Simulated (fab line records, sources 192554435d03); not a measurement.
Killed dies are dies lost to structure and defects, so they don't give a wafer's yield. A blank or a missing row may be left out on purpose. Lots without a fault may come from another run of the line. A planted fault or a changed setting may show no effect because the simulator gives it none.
Chamber matching | flow n5_finfet | N5_FIN_SAQP_HM_OPEN_33 on rie_diel-04: 4 sister chambers
The step chemistry CH3F/O2, target SiNx, target depth 49.4 nm, time 70.6 s. 4 wafers are shown with their chamber, then 8 later ones without.

WAFERS WITH THEIR CHAMBER
wafer  | chamber | drypump_motor_current_A (A)
L084.6 | 0       | 5.3
L085.2 | 2       | 6.0
L085.4 | 1       | 5.5
L086.1 | 3       | 5.6

WAFERS WITHOUT THEIR CHAMBER
wafer  | drypump_motor_current_A (A)
L086.3 | 5.3
L086.5 | 5.3
L090.2 | 5.5
L090.3 | 5.3
L090.5 | 5.6
L096.2 | 5.9
L096.4 | 5.3
L096.5 | 5.6

WHICH CHAMBER EACH WENT THROUGH
wafer  | from the rows above | in truth
L086.3 | 0                   | 0
L086.5 | 0                   | 0
L090.2 | 1                   | 1
L090.3 | 0                   | 0
L090.5 | 3                   | 3
L096.2 | 2                   | 2
L096.4 | 0                   | 0
L096.5 | 3                   | 3
Placed correctly: 8 of 8. Can't be placed from these rows: 0. Placed wrongly: 0.
How it was worked out, from the rows above alone: a wafer's distance from a chamber is the root of the sum, over the readings, of the square of ((its reading less the chamber's mean) divided by the reading's scatter). The wafer belongs to the nearest chamber; if the next one is less than 2 further off, it can't be placed. A chamber's mean is the mean of its shown wafers. The scatter: with one shown wafer a chamber, the root of the mean of the squares of how far each hidden wafer lies from its nearest shown one.
